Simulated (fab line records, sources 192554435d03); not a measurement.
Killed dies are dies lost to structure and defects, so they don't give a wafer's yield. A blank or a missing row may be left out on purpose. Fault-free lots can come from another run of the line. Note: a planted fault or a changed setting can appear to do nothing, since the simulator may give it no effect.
fab line records -- flow n5_finfet
record: lots: 4, wafers: 12, last_day: 18
route steps=1938 shown WELL_APT@46 PMOS_HMC_CHANNEL_EPI@57 SD_EPI_N@284 BEOL_M4@1111 PASSIVATION@1936
lots with no fault: from the same line, run without faults
start_h: the number of hours between the record's first day and the start of the first shown wafer of the lot -- wait_h: hours elapsed since this lot's preceding step -- " as in the row above -- L1.1+2: a single row standing in for several wafers -- - no value, or no start was given -- * or withheld: withheld -- < > ~ a bound
route shown NAME@n: a module of which the file shows steps, and the number in the route of the first -- usual: mean/standard deviation of fault-free wafers -- same: alike in all rows -- chamber/n: place in a boat -- sites: the reading at each site -- _std_site: their standard deviation -- _edge_site: outer sites' mean less inner sites' -- radius_mm: for every site, how far away it sits from the centre of the wafer -- mask NAME#n: copy n -- behind: the last tool/chamber to shape the wafer -- hold: cause of the lot's hold/its duration in hours/its outcome -- device: names the non-switching transistor (n, p or np) -- end of line: the route-end tests of the same wafers -- a step given without rows: its recipe and nothing more -- killed: dies that structure and defects cost at the first sort, which is not the same as the wafer's yield -- map: per-die view of a wafer (x killed, . not killed, _ where there is no die)
set.NAME: setting as actually run; set.NAME@STEP: the setting as run at that earlier step -- model.NAME: the simulator's own value behind a step, which no gauge read
lots at selected steps of the route; one table per step, one row per wafer
services: the hour from which a tool's chamber was out of use, counted from the record's first day as start_h (under 0 if before that day), plus the number of hours and why
== steps ==
step: N5_WELL_APT_DESCUM_30
recipe: chemistry: O2, time_s: 7.9, source_power_w: 50, bias_power_w: 20, pressure_mtorr: 20, rf_frequency_hz: 2.712e+07, temp_c: 40, o2_flow_sccm: 225
step: N5_WELL_APT_IMPLANT_31
recipe: species: B, energy_kev: 60, dose_cm2: 1.5e+13, tilt_deg: 0, rotation_deg: 0
step: N5_WELL_APT_IMPLANT_32
recipe: species: BF2, energy_kev: 50, dose_cm2: 2e+13, tilt_deg: 0, rotation_deg: 0
step: N5_WELL_APT_STRIP_33
recipe: chemistry: SPM, time_s: 900, temp_c: 130, h2so4_h2o2_vol_ratio: 4, dry: ipa_marangoni
step: N5_WELL_APT_RTA_34
recipe: temp_c: 1000, time_s: 10, ambient: N2, idle_temp_c: 600, ramp_up_c_per_s: 150, ramp_down_c_per_s: 60, cool_to_c: 600
step: N5_WELL_APT_OXIDE_STRIP_42
recipe: chemistry: dHF, dilution: 25:1, time_s: 45, temp_c: 25, target: SiO2, target_depth_a: 120
step: N5_WELL_APT_PRECLEAN_36
recipe: chemistry: O3/DIW, time_s: 45, temp_c: 22, o3_ppm: 10
step: N5_WELL_APT_PRECLEAN_39
recipe: chemistry: dHF, time_s: 60, dilution: 150:1, temp_c: 25
step: N5_WELL_APT_SRD_37
recipe: dry: ipa_marangoni, do_ppb: 5, time_s: 30, temp_c: 23, rinse_liquid: diw
step: N5_WELL_APT_EPI_41
recipe: material: Si, target_thk_a: 500, temp_c: 650, precursor: SiH4/H2, pressure_torr: 20, time_s: 297.7
usual: chamber_pressure_Torr: 20.00/0.045, lamp_inner_pct: 12.7/1.5, run_length_s: 357.3/2.8, susceptor_temp_C_max: 652.1/0.75, throttle_valve_pct: 11.05/0.17
lot.wafer,tool,chamber,start_h,wait_h,chamber_pressure_Torr,lamp_inner_pct,run_length_s,susceptor_temp_C_max,throttle_valve_pct,model.Si_of_WELL_APT_EPI_41.thk_nm
L150.1,epi_rpcvd-04,0,58.86,0.0,19.94,10.7,356.8,652.4,11.49,50.01
L150.4,epi_rpcvd-04,0,58.86,0.0,19.99,10.8,356.7,653.0,10.94,49.71
L150.6,epi_rpcvd-04,0,58.86,0.0,19.91,10.8,357.9,652.3,11.07,49.58
L159.3,epi_rpcvd-04,0,112.31,0.2,19.97,10.8,537.8,652.5,11.14,81.52
L159.4,epi_rpcvd-04,0,112.31,0.2,20.00,10.8,536.0,652.6,11.07,81.98
L159.5,epi_rpcvd-04,0,112.31,0.2,20.05,10.7,536.4,653.1,11.16,82.16
L160.1,epi_rpcvd-04,0,118.39,0.0,19.97,10.8,544.0,653.0,11.18,80.79
L160.2,epi_rpcvd-04,0,118.39,0.0,19.96,10.6,544.1,653.3,11.27,80.55
L160.6,epi_rpcvd-04,0,118.39,0.0,19.97,10.8,543.6,651.9,10.88,81.06
L161.2,epi_rpcvd-01,0,124.42,0.2,19.99,14.1,363.8,651.9,10.96,49.96
L161.4,epi_rpcvd-01,0,124.42,0.2,20.02,14.2,362.6,651.8,11.31,50.41
L161.5,epi_rpcvd-01,0,124.42,0.2,20.08,14.0,363.5,651.9,10.85,49.78
step: N5_PMOS_HMC_CHANNEL_EPI_HM_DEP_34
recipe: material: SiO2, target_thk_a: 360, temp_c: 400, precursor: TEOS/O2, pressure_torr: 6.5, rf_w: 900, teos_flow_sccm: 161.4, gas: O2, flow_sccm: 2650, time_s: 6.9
step: N5_PMOS_HMC_CHANNEL_EPI_COAT_31
recipe: resist: BARC, temp_c: 205, time_s: 60, spin_rpm: 1500, resist_thk_nm: 66
step: N5_PMOS_HMC_CHANNEL_EPI_COAT_03
recipe: resist: CAR-ArF-block, spin_rpm: 1500, resist_thk_nm: 205
step: N5_PMOS_HMC_CHANNEL_EPI_EBR_05
recipe: solvent: PGMEA, ebr_width_mm: 1.5
step: N5_PMOS_HMC_CHANNEL_EPI_SOFTBAKE_04
recipe: temp_c: 110, time_s: 60, resist: CAR-ArF-block
step: N5_PMOS_HMC_CHANNEL_EPI_EXPOSE_06
recipe: mask_id: PMOS_HMC_BLK, na: 1.35, source_shape: conventional, sigma_outer: 0.8, polarization: unpolarized, target_cd_nm: 240, dose_mj: 41
step: N5_PMOS_HMC_CHANNEL_EPI_PEB_07
recipe: peb_temp_c: 110, peb_time_s: 60, resist: CAR-ArF-block
step: N5_PMOS_HMC_CHANNEL_EPI_DEVELOP_08
recipe: develop_time_s: 30, developer: TMAH, resist: CAR-ArF-block, dev_temp_c: 23, rinse_liquid: diw, dry: air_spin
step: N5_PMOS_HMC_CHANNEL_EPI_DESCUM_14
recipe: chemistry: O2, time_s: 7.9, source_power_w: 50, bias_power_w: 20, pressure_mtorr: 20, rf_frequency_hz: 2.712e+07, temp_c: 40, resist: CAR-ArF-block, o2_flow_sccm: 225
step: N5_PMOS_HMC_CHANNEL_EPI_ETCH_32
recipe: chemistry: N2/H2, target: BARC, stop_on: SiO2, target_depth_a: 858, over_etch_frac: 0.3, time_s: 50.3, ion_energy_ev: 200, mask_material: CAR-ArF-block, pressure_mtorr: 30, source_w: 840, bias_w: 150, n2_flow_sccm: 200, h2_flow_sccm: 200
step: N5_PMOS_HMC_CHANNEL_EPI_HM_OPEN_15
recipe: chemistry: CHF3/O2, target: SiO2, mask_material: CAR-ArF-block, target_depth_a: 406, CHF3_flow_sccm: 50, O2_flow_sccm: 5, Ar_flow_sccm: 200, time_s: 20.3, pressure_mtorr: 30, source_w: 650, bias_w: 170, ion_energy_ev: 200
step: N5_PMOS_HMC_CHANNEL_EPI_STRIP_33
recipe: chemistry: N2/H2, power_w: 500, temp_c: 40, pressure_mtorr: 50, rf_frequency_hz: 6e+07, overash_fraction: 0.3, bias_power_w: 8, h2_frac: 0.5, n2_flow_sccm: 300, h2_flow_sccm: 300
step: N5_PMOS_HMC_CHANNEL_EPI_STRIP_17
recipe: chemistry: SPM, time_s: 750, temp_c: 130, h2so4_h2o2_vol_ratio: 4, dry: ipa_marangoni
step: N5_PMOS_HMC_CHANNEL_EPI_ETCH_38
recipe: chemistry: CF4, target: SiO2, target_depth_a: 15, ion_energy_ev: 350, pressure_mtorr: 10, icp_w: 800, bias_w: 400, cf4_flow_sccm: 80
step: N5_PMOS_HMC_CHANNEL_EPI_FIN_RECESS_16
recipe: chemistry: HBr/Cl2, target: Si, mask_material: SiO2, target_depth_a: 540, time_s: 18, pressure_mtorr: 10, icp_w: 800, bias_w: 75, HBr_flow_sccm: 150, Cl2_flow_sccm: 80
step: N5_PMOS_HMC_CHANNEL_EPI_PRECLEAN_36
recipe: chemistry: O3/DIW, time_s: 45, temp_c: 22, o3_ppm: 10
step: N5_PMOS_HMC_CHANNEL_EPI_PRECLEAN_18
recipe: chemistry: DHF, time_s: 30, temp_c: 25, dilution: withheld
step: N5_PMOS_HMC_CHANNEL_EPI_SRD_19
recipe: dry: ipa_marangoni, do_ppb: 5, time_s: 30, temp_c: 23, rinse_liquid: diw
step: N5_PMOS_HMC_CHANNEL_EPI_EPI_20
recipe: material: SiGe30, mask_material: SiO2, pressure_torr: 20, target_thk_a: 590, temp_c: 600
step: N5_PMOS_HMC_CHANNEL_EPI_HM_STRIP_35
recipe: chemistry: dHF, temp_c: 25, material: SiO2, target: SiO2, target_depth_a: 396, time_s: 216
step: N5_PMOS_HMC_CHANNEL_EPI_SRD_39
recipe: dry: ipa_marangoni, time_s: 30, temp_c: 23, rinse_liquid: diw
step: N5_PMOS_HMC_CHANNEL_EPI_CMP_21
recipe: material: SiGe30, post_cmp_clean: alkaline_brush, target_thk_nm: 54
step: N5_PMOS_HMC_CHANNEL_EPI_PRECLEAN_40
recipe: chemistry: DHF, time_s: 30, temp_c: 25, dilution: withheld
step: N5_PMOS_HMC_CHANNEL_EPI_PRECLEAN_37
recipe: chemistry: O3/DIW, time_s: 45, temp_c: 22, o3_ppm: 10
step: N5_SD_EPI_N_STRIP_18
recipe: chemistry: SPM, time_s: 750, temp_c: 130, h2so4_h2o2_vol_ratio: 4
lot.wafer,tool,chamber,start_h,wait_h,model.Si_of_WELL_APT_EPI_41.thk_nm
L150.1,wet_bench-04,6,95.59,0.0,8.8
L150.4,wet_bench-04,0,95.59,0.0,7.8
L150.6,wet_bench-04,7,95.59,0.0,7.6
L159.3,wet_bench-01,5,146.66,0.0,39.2
L159.4+5,wet_bench-01,"4,3",146.66,0.0,39.8
L160.1,wet_bench-04,0,152.31,0.0,39.4
L160.2,wet_bench-04,2,152.31,0.0,38.4
L160.6,wet_bench-04,1,152.31,0.0,38.8
L161.2,wet_bench-05,4,159.16,0.0,9
L161.4,wet_bench-05,1,159.16,0.0,8.4
L161.5,wet_bench-05,3,159.16,0.0,8.2
step: N5_BEOL_M4_RC_MEAS_101
usual: CJ_N: 4.29/0.082, CJ_P: 5.83/0.18, DIBL_N: 36.3/1.6, DIBL_P: 36.4/2.1, IOFF_N: 0.16/0.032, IOFF_N_85C: 3.1/0.53, IOFF_N_LIN: 0.074/0.012, IOFF_P: 0.22/0.044, IOFF_P_85C: 3.7/0.62, ION_N: 675/12, ION_P: 463/8.3, RS_NWELL: 1037/7.1, RS_PWELL: 2998/22, SS_N: 71.6/0.64, SS_P: 73.3/0.67, VT_N: 250/3.3, VT_P: -250/3.7
lot.wafer,tool,chamber,start_h,wait_h,CJ_N,CJ_P,DIBL_N[mV/V],DIBL_P[mV/V],IOFF_N[nA/um],IOFF_N_85C[nA/um],IOFF_N_LIN[nA/um],IOFF_P[nA/um],IOFF_P_85C[nA/um],ION_N[uA/um],ION_P[uA/um],RS_NWELL[ohm/sq],RS_PWELL[ohm/sq],SS_N[mV/dec],SS_P[mV/dec],VT_N[mV],VT_P[mV]
L150.1,prober-01,0,252.31,0.0,4.28,5.87,35.3,37.2,0.15,3.0,0.073,0.23,4.0,675,466,1045,2990,72.0,73.5,252,-248
L150.4,prober-01,0,252.31,0.0,4.31,5.43,38.3,40.3,0.20,3.8,0.090,0.29,4.7,687,474,1042,3037,72.6,74.3,250,-244
L150.6,prober-01,0,252.31,0.0,4.37,5.87,37.8,39.4,0.19,3.6,0.083,0.27,4.4,676,463,1045,3026,72.0,74.6,248,-247
L160.1,prober-01,0,308.42,0.0,2.58,2.25,52.9,43.3,1.64,22.2,0.178,0.56,8.3,697,465,975,2371,92.4,79.0,244,-245
L160.2,prober-01,0,308.42,0.0,2.57,2.25,53.2,39.2,1.67,22.7,0.182,0.33,5.3,705,474,976,2373,91.3,75.1,242,-245
L160.6,prober-01,0,308.42,0.0,2.61,2.24,64.5,44.9,4.81,55.1,0.301,0.59,8.5,713,467,971,2401,104.0,78.3,240,-243
L159.3,prober-02,0,310.25,0.3,2.57,2.22,51.7,39.0,1.35,18.7,0.147,0.44,7.0,686,468,983,2365,93.0,78.2,243,-249
L159.4,prober-02,0,310.25,0.3,2.59,2.23,51.4,38.9,1.21,17.2,0.138,0.36,5.8,685,469,968,2395,91.4,76.7,248,-249
L159.5,prober-02,0,310.25,0.3,2.55,2.24,45.9,37.2,0.77,11.7,0.122,0.32,5.2,706,481,980,2367,84.6,75.1,246,-249
L161.2,prober-02,0,323.63,0.2,4.18,5.89,38.0,39.4,0.20,3.7,0.092,0.27,4.5,691,474,1038,3027,71.1,73.8,243,-245
L161.4,prober-02,0,323.63,0.2,4.35,5.98,36.5,36.9,0.16,3.1,0.074,0.23,3.9,666,464,1039,3043,72.3,73.1,247,-246
L161.5,prober-02,0,323.63,0.2,4.27,6.03,35.3,35.1,0.13,2.6,0.064,0.19,3.4,668,464,1032,3028,71.1,73.3,255,-249
step: N5_PASSIVATION_PROBE_49
usual: defect_limited_yield: 91.4/1.2, killed_at_M0_to_M3: 35/11, killed_at_M4_up: 14/6, killed_at_contacts: 12/6.7, killed_at_front_end: 37/9.7, killed_at_other: 3.5/2.5, killed_dies: 102/15, killed_open: 67/12, killed_short: 33/7.3, sort_bin_4_leakage: 0/0, sort_bin_5_function: 5.1/0.81, sort_bin_6_memory: 3.2/0.65, sort_n_pass: 1078/15, sort_yield_pct: 91.4/1.2
same: gross_dies: 1180, killed_at_back_side: 0, sort_bin_8_speed[%]: 0
lot.wafer,tool,chamber,start_h,wait_h,defect_limited_yield[%],killed_at_M0_to_M3,killed_at_M4_up,killed_at_contacts,killed_at_front_end,killed_at_other,killed_dies,killed_open,killed_short,sort_bin_4_leakage[%],sort_bin_5_function[%],sort_bin_6_memory[%],sort_n_pass,sort_yield_pct[%]
L150.1,prober-01,-,359.73,0.0,93.4,28,8,6,31,5,78,46,32,0,4.1,2.3,1102,93.4
L150.4,prober-01,-,359.88,0.2,91.3,48,8,7,39,1,103,72,31,0,4.6,3.6,1077,91.3
L150.6,prober-01,-,359.98,0.3,91.6,29,14,11,41,4,99,65,34,0,5.0,3.0,1081,91.6
L160.1,prober-01,-,414.70,0.0,89.6,48,14,12,47,2,123,80,35,89.58,5.6,3.8,0,0
L160.2,prober-01,-,414.75,0.1,91.3,33,13,20,33,4,103,65,37,91.27,4.7,3.7,0,0
L160.6,prober-01,-,414.95,0.3,90.9,44,12,12,37,2,107,70,36,90.93,5.1,3.4,0,0
L159.3,prober-01,-,422.11,0.1,91.2,42,15,9,34,4,104,63,37,91.19,5.5,2.9,0,0
L159.4,prober-01,-,422.16,0.2,90.6,33,24,15,38,1,111,79,29,90.59,5.8,3.3,0,0
L159.5,prober-01,-,422.21,0.2,89.2,51,7,16,51,2,127,69,57,88.81,6.7,3.5,5,0.4
L161.2,prober-02,-,425.81,0.1,92.6,32,13,18,21,3,87,56,29,0,4.8,2.2,1093,92.6
L161.4,prober-02,-,425.91,0.2,91.0,29,17,26,30,4,106,69,37,0,5.2,3.3,1074,91.0
L161.5,prober-02,-,425.96,0.2,93.3,35,9,7,21,7,79,56,22,0,4.2,2.2,1101,93.3
killed by level:class
L150.1 FIN_SAQP:geometric_particle:open=9 FIN_SAQP:geometric_particle:short=7 MOL_CONTACT_COAG:geometric_particle:open=6 BEOL_M2:geometric_particle:open=5 GATE_CUT:geometric_particle:short=4 BEOL_M1:geometric_particle:short=4 BEOL_M3:geometric_particle:open=4 BEOL_M0_SAQP:geometric_particle:short=3
L150.4 BEOL_M1:geometric_particle:open=13 FIN_SAQP:geometric_particle:open=9 BEOL_M1:geometric_particle:short=8 FIN_SAQP:geometric_particle:short=7 MOL_CONTACT_COAG:geometric_particle:open=7 BEOL_M0_SAQP:geometric_particle:open=6 GATE_CUT:geometric_particle:open=6 BEOL_M2:geometric_particle:open=6
L150.6 FIN_SAQP:geometric_particle:short=9 MOL_CONTACT_COAG:geometric_particle:open=9 DUMMY_GATE:geometric_particle:open=8 BEOL_M4:geometric_particle:open=8 BEOL_M3:geometric_particle:open=6 STI_FIN_REVEAL:geometric_particle:open=6 BEOL_M0_SAQP:geometric_particle:short=6 FIN_SAQP:geometric_particle:open=5
L160.1 BEOL_M0_SAQP:geometric_particle:open=14 BEOL_M3:geometric_particle:open=14 STI_FIN_REVEAL:geometric_particle:open=13 FIN_SAQP:geometric_particle:short=12 BEOL_M0_SAQP:geometric_particle:short=11 BEOL_M4:geometric_particle:open=10 MOL_CONTACT_COAG:geometric_particle:open=9 HKMG_FIN:area_etch=8
L160.2 MOL_CONTACT_COAG:geometric_particle:open=16 BEOL_M4:geometric_particle:open=11 BEOL_M0_SAQP:geometric_particle:open=10 BEOL_M0_SAQP:geometric_particle:short=8 STI_FIN_REVEAL:geometric_particle:open=7 FIN_SAQP:geometric_particle:short=6 FIN_SAQP:geometric_particle:open=4 GATE_CUT:geometric_particle:short=4
L160.6 BEOL_M0_SAQP:geometric_particle:short=12 FIN_SAQP:geometric_particle:open=11 MOL_CONTACT_COAG:geometric_particle:open=11 FIN_SAQP:geometric_particle:short=10 BEOL_M0_SAQP:geometric_particle:open=10 BEOL_M2:geometric_particle:open=9 BEOL_M4:geometric_particle:open=7 BEOL_M3:geometric_particle:open=7
L159.3 BEOL_M0_SAQP:geometric_particle:short=15 BEOL_M0_SAQP:geometric_particle:open=13 STI_FIN_REVEAL:geometric_particle:open=11 BEOL_M1:geometric_particle:open=7 FIN_SAQP:geometric_particle:short=6 MOL_CONTACT_COAG:geometric_particle:open=6 BEOL_M5:geometric_particle:open=5 DUMMY_GATE:geometric_particle:open=3
L159.4 STI_FIN_REVEAL:geometric_particle:open=15 MOL_CONTACT_COAG:geometric_particle:open=12 BEOL_M5:geometric_particle:open=8 BEOL_M0_SAQP:geometric_particle:short=7 BEOL_M2:geometric_particle:open=7 FIN_SAQP:geometric_particle:open=6 BEOL_M1:geometric_particle:open=6 BEOL_M4:geometric_particle:open=6
L159.5 BEOL_M0_SAQP:geometric_particle:short=14 BEOL_M1:geometric_particle:open=13 MOL_CONTACT_COAG:geometric_particle:open=10 FIN_SAQP:geometric_particle:open=9 GATE_CUT:geometric_particle:short=8 STARTING-WAFER:geometric_particle:open=8 FIN_SAQP:geometric_particle:short=7 BEOL_M1:geometric_particle:short=7
L161.2 MOL_CONTACT_COAG:geometric_particle:open=14 BEOL_M2:geometric_particle:open=7 BEOL_M0_SAQP:geometric_particle:open=6 FIN_SAQP:geometric_particle:short=4 MOL_CONTACT_COAG:geometric_particle:short=4 BEOL_M0_SAQP:geometric_particle:short=4 BEOL_M1:geometric_particle:open=4 BEOL_M1:geometric_particle:short=4
L161.4 MOL_CONTACT_COAG:geometric_particle:open=21 BEOL_M0_SAQP:geometric_particle:short=15 BEOL_M4:geometric_particle:open=11 BEOL_M0_SAQP:geometric_particle:open=8 FIN_SAQP:geometric_particle:open=7 FIN_SAQP:geometric_particle:short=7 DUMMY_GATE:geometric_particle:open=6 MOL_CONTACT_COAG:geometric_particle:short=5
L161.5 BEOL_M3:geometric_particle:open=9 MOL_CONTACT_COAG:geometric_particle:open=6 BEOL_M2:geometric_particle:open=6 BEOL_M0_SAQP:geometric_particle:open=5 BEOL_M1:geometric_particle:open=4 BEOL_M4:geometric_particle:open=4 FIN_SAQP:geometric_particle:open=3 GATE_CUT:geometric_particle:open=3
map L159.5 (x killed, . not)
_________________....x.x...x.________________
______________.................._____________
___________...x..................x.__________
__________............x............._________
________x...........xx................_______
_______..........x..x.......x......x.x.______
______...x..............xx.......x......_____
_____....x.......x....x..............x...____
____...x.......x....................x..x..___
___...x..........x..........x.x...xx.......__
___..x........xxx.................x........__
__.......x........x...................x....._
__....x...x....x.....................x......_
_..........x..x..............................
_...x....x.....x............x................
_.....x...x............................x..x..
_..............x....xx.x.........x......x.x..
_..xx...............x.....................x..
_...x............x.........x.................
_..................x....x........x.....x.....
_...............x.....x.........x....x.......
__.....x....xx.x.......x..xx.............x.._
__.......x..........x.....x.......xx...x...._
___...............................x......x.__
___...........x..x.x.............xx........__
____.x.x.xx....x...........x..x...x......x___
_____.................x..xx........x.x...____
______x................x................_____
_______...............xx...........x..x______
________x...........x.x..............x_______
__________.....x...........x........_________
___________x.......................__________
______________...x.............._____________
_________________.x.x........________________
map L160.1 (x killed, . not)
_________________x.........x.________________
______________.....xx.x........._____________
___________......x.......x.........__________
__________.xx.x........x............_________
________...x.......x..........x......._______
_______..xx.....x.................x.x..______
______..........x..................xx..._____
_____......x............x................____
____.xx.......x....................x......___
___........x............................x.x__
___................x.......................__
__.....x..............x................x.x.._
__x.x.....x.........x....x.......x.x...x...._
_............x...x.x..x..x......x.........x..
_........xx....x..x.xx....x..................
_.......xx..xx..................x......xxx...
_............................................
_........x..................x..x.............
_...........x..............x.......x...x.x.x.
_.x..........x............................x..
_...x.............x.x........x.x...........x.
__x..x.........................x.....x......_
__x........xx......................x..x....._
___x....x........x.......x...x..x......x...__
___..x.................x...................__
____x...................x...x...x........x___
_____.....x....x..........x...x.x........____
______............x....................._____
_______......x.....x......x.......x.x..______
________..x..........................x_______
__________..........x..............._________
___________..x................x....__________
______________.................._____________
_________________............________________
== services ==
tool,chamber,start_h,hours,kind
wet_bench-05,-,126.25,1.9,repair
== key ==
first_sign: step: N5_WELL_APT_EPI_41, reading: run_length_s, direction: up, sigmas: 66, usual: *, struck: *
effect: step: N5_BEOL_M4_RC_MEAS_101, reading: IOFF_N, direction: up, sigmas: 54, usual: 0.16, struck: 1.91
effect: step: N5_BEOL_M4_RC_MEAS_101, reading: IOFF_N_85C, direction: up, sigmas: 40, usual: 3.1, struck: 24.6
effect: step: N5_BEOL_M4_RC_MEAS_101, reading: SS_N, direction: up, sigmas: 33, usual: 71.6, struck: 92.8
effect: step: N5_BEOL_M4_RC_MEAS_101, reading: RS_PWELL, direction: down, sigmas: 28, usual: 2998, struck: 2379
effect: step: N5_BEOL_M4_RC_MEAS_101, reading: CJ_N, direction: down, sigmas: 21, usual: 4.29, struck: 2.58
effect: step: N5_BEOL_M4_RC_MEAS_101, reading: CJ_P, direction: down, sigmas: 20, usual: 5.83, struck: 2.24
effect: step: N5_BEOL_M4_RC_MEAS_101, reading: DIBL_N, direction: up, sigmas: 10, usual: 36.3, struck: 53.3
effect: step: N5_BEOL_M4_RC_MEAS_101, reading: RS_NWELL, direction: down, sigmas: 8.7, usual: 1037, struck: 975
effect: step: N5_BEOL_M4_RC_MEAS_101, reading: IOFF_N_LIN, direction: up, sigmas: 8.6, usual: 0.074, struck: 0.178
effect: step: N5_BEOL_M4_RC_MEAS_101, reading: SS_P, direction: up, sigmas: 5.7, usual: 73.3, struck: 77.1
effect: step: N5_BEOL_M4_RC_MEAS_101, reading: IOFF_P, direction: up, sigmas: 4.9, usual: 0.22, struck: 0.43
effect: step: N5_BEOL_M4_RC_MEAS_101, reading: IOFF_P_85C, direction: up, sigmas: 4.8, usual: 3.7, struck: 6.7
effect: step: N5_PASSIVATION_PROBE_49, reading: sort_bin_4_leakage, direction: up, sigmas: 99+, usual: 0, struck: 90.40
model_effect: step: N5_WELL_APT_EPI_41, value: Si_of_WELL_APT_EPI_41.thk_nm, without: 50.79, struck: 81.34
model_effect: step: N5_SD_EPI_N_STRIP_18, value: Si_of_WELL_APT_EPI_41.thk_nm, without: 8.7, struck: 39.23
met_at N5_WELL_APT_EPI_41
struck_wafers L159.3,L159.4,L159.5,L160.1,L160.2,L160.6
onset_between 58.86 112.31
fault: kind: process_parameter_drift, tool: epi_rpcvd-04, chamber: -, onset_h: 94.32, steps: N5_WELL_APT_EPI_41, channel: time_s, offset: *, shape: step, end_h: 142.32, acts_in: *, stated: *
